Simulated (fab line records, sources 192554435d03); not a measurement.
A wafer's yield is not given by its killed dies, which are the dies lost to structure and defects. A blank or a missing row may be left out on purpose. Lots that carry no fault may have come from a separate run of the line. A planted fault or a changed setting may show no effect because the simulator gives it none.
Struck lot and sound lot, side by side | flow n5 finfet | 16 steps out of a route of 1938
Sound: these wafers, L745.2, L745.3, L745.4. Struck: wafers L750.4, L750.5, L750.6. The cause is named last.
Order at every step that has rows: each side's tool, ch and its chambers, its first start. Under that, the readings that differ: sound wafers | struck wafers | difference of the means | sigmas: that difference in standard deviations of wafers without a fault.
alike: readings whose means differ by less than 2 such deviations, and words and numbers that are the same on both sides. not compared: withheld readings, readings that some wafer has no value for, bounds like >300 that may hide the same value, and numbers for which the record gives no deviation and whose values overlap.
A row with sigmas, a row that says differs or no value, or rows on one side alone: a step with any of these is where the two part. Non-overlapping numbers with no deviation appear without sigmas and do not part them. A reading missing from all wafers of one side parts the sides only when that side holds two or more wafers.

first, 1 step without rows for these wafers: N5_FIN_SAQP_STRIP_53 (strips in N2/H2).
N5_FIN_SAQP_HM_OPEN_73: chemistry CHF3/O2, target SiO2, stops on a-Si, target depth 12 nm, time 16.8 s.
  sound on rie diel-04 ch 0,1,3, day 5 05:46; struck on rie diel-06 ch 0,1,3, day 6 11:50
  alike: drypump motor current A, oes product au, rf vpp V, showerhead plenum p Torr, throttle valve pct
  not compared: rf hours counter h
then, 1 step without rows for these wafers: N5_FIN_SAQP_STRIP_74 (strips in CHF3/O2).
N5_FIN_SAQP_MANDREL_ETCH_22: etches a-Si in HBr/Cl2, stops on SiNx, target depth 60 nm, bt time 10 s, time 30 s.
  sound on rie si-02 ch 0,2,3, day 5 05:50; struck on rie si-05 ch 1,2, day 6 11:55
  alike: HBr_flow_sccm, drypump motor current A, oes product au, throttle valve pct
  not compared: rf hours counter h
then, 4 steps without rows for these wafers: N5_FIN_SAQP_STRIP_55 (strips in N2/H2); N5_FIN_SAQP_STRIP_23 (strips in SPM, time 750 s); N5_FIN_SAQP_SRD_66 (time 30 s); N5_FIN_SAQP_RECESS_75 (chemistry HF/NH3, target SiO2, target depth 14.4 nm, afs cycles 3, sublimation time 60 s).
N5_FIN_SAQP_SPACER1_ALD_24: deposits SiO2, target thk 20.3 nm, pulse time 1 s, purge time 2 s.
  sound on ald sin-02 ch 0,2,3, day 5 06:39; struck on ald sin-03 ch 0,1,2, day 6 12:43
  alike: heater power w, precursor pulse height rel
N5_FIN_SAQP_SPACER1_ETCHBACK_25: etches SiO2 in CHF3/O2, target depth 24.4 nm, time 12.2 s.
  sound on rie diel-02 ch 0,1,2, day 5 07:22; struck on rie diel-04 ch 2,3, day 6 13:26
  alike: drypump motor current A, oes product au, rf vpp V, showerhead plenum p Torr, throttle valve pct
  not compared: rf hours counter h
N5_FIN_SAQP_MANDREL1_REMOVE_56: chemistry HBr/Cl2/O2, target a-Si, stops on SiNx, bt time 10 s.
  sound on rie si-05 ch 0,1,2, day 5 07:27; struck on rie si-02 ch 2,3, day 6 13:34
  reading                | sound    | struck | difference                    | sigmas
  rf hours counter h (h) | 87 19 45 | - - -  | no value on the struck wafers |
  alike: HBr_flow_sccm, drypump motor current A, oes product au, throttle valve pct
N5_FIN_SAQP_CD_MEAS_27: target cd 20 nm.
  sound on cd sem-02 ch 0, day 5 07:34; struck on cd sem-01 ch 0, day 6 13:41
  reading    | sound             | struck            | difference | sigmas
  cd nm (nm) | 20.83 20.75 20.76 | 20.14 20.50 20.11 | -0.53      | -2
N5_FIN_SAQP_ETCH_57: etches SiNx in CH3F/O2, target depth 32.5 nm, time 46.4 s.
  sound on rie diel-04 ch 1,2,3, day 5 07:37; struck on rie diel-04 ch 1,2,3, day 6 13:44
  reading               | sound          | struck         | difference | sigmas
  etch rf on time s (s) | 45.0 45.1 47.3 | 58.9 60.3 57.2 | +13.0      | +10
  alike: CH3F_flow_sccm, drypump motor current A, oes product au, rf vpp V, showerhead plenum p Torr, throttle valve pct
  not compared: rf hours counter h
then, 1 step without rows for these wafers: N5_FIN_SAQP_ETCH_65 (etches SiO2 in CF4, target depth 4 nm, time 4.4 s).
-- record jumps: 6 days separate the struck wafers' starts on either side; left off in module FIN_SAQP, taken up again in module BEOL_M4, whose first shown step is the route's number 1111 --
N5_BEOL_M4_RC_MEAS_101:
  sound on prober-02 ch 0, day 11 20:39; struck on prober-01 ch 0, day 12 10:42
  alike: DIBL_N, DIBL_P, IOFF_N, IOFF_P, ION_N, ION_P, SS_N, SS_P, VT_N, VT_P
after that, 1 step had no rows for these wafers: N5_PASSIVATION_PROBE_49.

WHERE THEY PART
Last at N5_FIN_SAQP_ETCH_57 as far as this record goes, first at N5_FIN_SAQP_MANDREL1_REMOVE_56. Later steps at which nothing parts them and some readings are alike: N5_BEOL_M4_RC_MEAS_101.

WHY: what had been put in by the simulator
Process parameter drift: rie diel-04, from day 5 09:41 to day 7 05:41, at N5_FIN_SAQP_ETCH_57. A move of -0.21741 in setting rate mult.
